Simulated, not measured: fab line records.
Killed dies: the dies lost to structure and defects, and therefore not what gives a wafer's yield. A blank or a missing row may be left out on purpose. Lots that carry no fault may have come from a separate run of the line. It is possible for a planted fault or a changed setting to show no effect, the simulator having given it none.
Comparing a struck lot with a sound one -- flow n5_finfet -- 20 out of 1938 route steps
Sound: the wafers L505.1, L505.2, L505.4. Wafers L493.2, L493.4, L493.5 were the ones struck. The cause is named last.
Each step with rows lists, per side, the tool, then ch with its chambers, then its first start. Under that, the readings that differ: sound wafers -- struck wafers -- difference of the means -- sigmas: that difference in standard deviations of wafers without a fault.
alike: a reading whose means differ by less than 2 such deviations, as well as words and numbers matching on both sides. not compared: withheld readings; readings where some wafer has no value; bounds like >300 that might hide an equal value; numbers whose values overlap and for which the record gives no deviation.
The two part at a step that has a row with sigmas, a row that says differs or no value, or rows on one side only. Numbers that don't overlap but have no deviation are shown without sigmas and don't part them. A reading that every wafer of one side lacks parts them only if that side has two wafers or more.

first, 11 steps without rows for these wafers: N5_BEOL_M0_SAQP_COAT_105 (time 60 s, resist thk 100 nm); N5_BEOL_M0_SAQP_ETCH_106 (etches SOC in N2/H2, stops on SiNx, target depth 150 nm); N5_BEOL_M0_SAQP_ETCH_107 (etches SiNx in CH3F/O2, target depth 30 nm); N5_BEOL_M0_SAQP_STRIP_108 (strips in N2/H2); N5_BEOL_M0_SAQP_RECESS_109 (chemistry HF/NH3, target SiO2, target depth 3 nm, afs cycles 1, sublimation time 60 s); N5_BEOL_M0_SAQP_SPACER2_ALD_26 (deposits SiO2, target thk 15 nm, pulse time 1 s, purge time 2 s); N5_BEOL_M0_SAQP_SPACER2_ETCHBACK_27 (etches SiO2 in CHF3/O2, target depth 22.5 nm, time 11.25 s); N5_BEOL_M0_SAQP_MANDREL2_REMOVE_110 (chemistry HBr/Cl2/O2, target a-Si, stops on SiCN, bt time 10 s); N5_BEOL_M0_SAQP_COAT_69 (time 60 s, resist thk 90 nm); N5_BEOL_M0_SAQP_COAT_72 (time 60 s, resist thk 15 nm); N5_BEOL_M0_SAQP_COAT_87 (time 60 s, resist thk 5 nm).
N5_BEOL_M0_SAQP_COAT_34: resist thk 30 nm.
  sound on litho_track-02 ch 0, day 11 10:38; struck on litho_track-02 ch 0, day 8 07:55
reading,sound,struck,difference,sigmas
spin_speed_rpm (rpm),1500.1 1499.8 1498.6,1428.1 1427.2 1426.6,-72.2,-83
model.CAR-EUV_of_BEOL_M0_SAQP_COAT_34.thk_nm (nm),30 30 30,30.8 30.6 30.8,+0.7,
  alike: dispense_pressure_kPa
then, 5 steps without rows for these wafers: N5_BEOL_M0_SAQP_EBR_36; N5_BEOL_M0_SAQP_SOFTBAKE_35 (time 60 s); N5_BEOL_M0_SAQP_EXPOSE_37 (exposes mask M0 CUT1, target cd 30 nm); N5_BEOL_M0_SAQP_PEB_38 (peb time 60 s); N5_BEOL_M0_SAQP_DEVELOP_39 (develop time 30 s).
N5_BEOL_M0_SAQP_DESCUM_45: chemistry O2, time 7 s.
  sound on rie_diel-05 ch 1,2,3, day 11 11:02; struck on rie_diel-06 ch 0,2, day 8 08:25
reading,sound,struck,difference,sigmas
model.CAR-EUV_of_BEOL_M0_SAQP_COAT_34.thk_nm (nm),26.2 26 26.2,27 26.6 26.8,+1,
  alike: chamber_pressure_mTorr, drypump_motor_current_A, oes_product_au, rf_vpp_V, showerhead_plenum_p_Torr, throttle_valve_pct
  not compared: rf_hours_counter_h
then, 1 step without rows for these wafers: N5_BEOL_M0_SAQP_ETCH_88 (etches underlayer in N2/H2, target depth 6.5 nm, time 5.2 s).
-- the record jumps here: 2 days lie between the struck wafers' starts before and after (it left off in module BEOL_M0_SAQP and takes up again in module BEOL_M4, whose first step shown is number 1111 of the route) --
N5_BEOL_M4_RC_MEAS_101:
  sound on prober-01 ch 0, day 13 21:28; struck on prober-02 ch 0, day 10 17:14
  alike: DIBL_N, DIBL_P, IOFF_N, IOFF_P, ION_N, ION_P, SS_N, SS_P, VT_N, VT_P

## WHERE THEY PART
Within this record, at N5_BEOL_M0_SAQP_COAT_34 only. Later steps at which nothing parts them and some readings are alike: N5_BEOL_M0_SAQP_DESCUM_45, N5_BEOL_M4_RC_MEAS_101.

WHY: what had been put in by the simulator
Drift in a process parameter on litho_track-02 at N5_BEOL_M0_SAQP_COAT_34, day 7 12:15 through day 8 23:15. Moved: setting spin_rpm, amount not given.
